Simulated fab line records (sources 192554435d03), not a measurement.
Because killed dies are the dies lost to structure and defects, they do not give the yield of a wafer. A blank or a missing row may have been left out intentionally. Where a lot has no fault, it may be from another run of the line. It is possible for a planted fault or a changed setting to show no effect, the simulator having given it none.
A lot that was struck, set against a sound lot | flow n5Finfet | 15 out of 1938 route steps
Sound: these wafers, L535.1, L535.2, L535.6. Wafers struck: L546.1, L546.2, L546.6. The cause is named last.
Each step with rows lists, per side, the tool, then ch with its chambers, then its first start. Under that, the readings that differ: sound wafers | struck wafers | difference of the means | sigmas: that difference in standard deviations of wafers without a fault.
alike: a reading whose means differ by less than 2 such deviations, as well as words and numbers matching on both sides. not compared: withheld readings; readings where some wafer has no value; bounds like >300 that might hide an equal value; numbers whose values overlap and for which the record gives no deviation.
The two part at a step that has a row with sigmas, a row that says differs or no value, or rows on one side only. When numbers do not overlap yet have no deviation, they are printed without sigmas and do not part them. Lack of a reading on every wafer of one side parts them only where that side has two or more wafers.

first, 1 step without rows for these wafers: N5_BEOL_M14_HARDBAKE_14 (time 120 s).
N5_BEOL_M14_CD_MEAS_10: target cd 250 nm.
  sound on cdSem-03 ch 0, day 13 01:47; struck on cdSem-01 ch 0, day 15 20:47
  alike: cdNm
N5_BEOL_M14_OVL_MEAS_11:
  sound on overlay-01 ch 0, day 13 01:49; struck on overlay-02 ch 0, day 15 20:49
  alike: V13_OVL
N5_BEOL_M14_INSPECT_12: inspects for defects (macro).
  sound: defectInspect-02 at day 13 01:50; struck: defectInspect-02 at day 15 20:50
  alike: rawDefectCount
N5_BEOL_M14_DESCUM_15: chemistry O2, time 7.9 s.
  sound on rieDiel-06 ch 0,1, day 13 01:52; struck on rieDiel-06 ch 0,1, day 15 20:52
  alike: chamberPressureMTorr, drypumpMotorCurrentA, oesProductAu, rfVppV, showerheadPlenumPTorr, throttleValvePct
  not compared: rfHoursCounterH
N5_BEOL_M14_ETCH_59: etches BARC in N2/H2, target depth 89 nm, overetch 26.7 nm, time 67.9 s.
  sound on rieDiel-06 ch 0,1, day 13 01:55; struck on rieDiel-06 ch 0,1, day 15 20:54
  alike: chamberPressureMTorr, drypumpMotorCurrentA, oesProductAu, rfVppV, showerheadPlenumPTorr, throttleValvePct
  not compared: rfHoursCounterH
N5_BEOL_M14_VIA_ETCH_16: etches SiO2 in C4F8/O2/Ar, target depth 1231.3 nm.
  sound on rieDiel-06 ch 0,1, day 13 01:58; struck on rieDiel-06 ch 0,1, day 15 20:57
  alike: C4F8_flow_sccm, chamberPressureMTorr, drypumpMotorCurrentA, oesProductAu, rfVppV, showerheadPlenumPTorr, throttleValvePct
N5_BEOL_M14_STRIP_63: strips in O2.
  sound: rieDiel-06 ch 0,1; struck: rieDiel-06 ch 0,1
  alike: chamberPressureMTorr, drypumpMotorCurrentA, oesProductAu, rfVppV, showerheadPlenumPTorr, throttleValvePct
  not compared: rfHoursCounterH
N5_BEOL_M14_STRIP_64: strips in O2.
  sound: rieDiel-06 ch 0,1; struck: rieDiel-06 ch 0,1
  alike: chamberPressureMTorr, drypumpMotorCurrentA, oesProductAu, rfVppV, showerheadPlenumPTorr, throttleValvePct
  not compared: rfHoursCounterH
then, 2 steps without rows for these wafers: N5_BEOL_M14_STRIP_71 (strips in post etch residue remover, time 60 s); N5_BEOL_M14_SRD_72 (time 30 s, dry time 30 s).
N5_BEOL_M14_CD_MEAS_17: target cd 250 nm.
  sound: cdSem-02 at day 13 02:19; struck: cdSem-02 at day 15 21:18
  alike: cdNm
N5_BEOL_M14_COAT_65: time 60 s, resist thk 450 nm.
  sound on lithoTrack-05 ch 0, day 13 02:20; struck on lithoTrack-02 ch 0, day 15 21:20
reading               | sound                | struck               | difference | sigmas
heaterPowerTotalW (W) | 502.2 499.6 502.4    | 815.4 815.7 817.5    | +314.8     | +99 or more
plateTempC (C)        | 249.95 249.91 250.02 | 262.33 262.50 262.43 | +12.46     | +89
  alike: spinSpeedRpm
then, 2 steps without rows for these wafers: N5_BEOL_M14_COAT_66 (time 60 s, resist thk 110 nm); N5_PASSIVATION_PROBE_49.

== WHERE THEY PART ==
Only at N5_BEOL_M14_COAT_65, as far as this record shows.

WHY: what the simulator had put in
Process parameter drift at N5_BEOL_M14_COAT_65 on lithoTrack-02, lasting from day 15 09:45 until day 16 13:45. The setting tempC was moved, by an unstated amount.
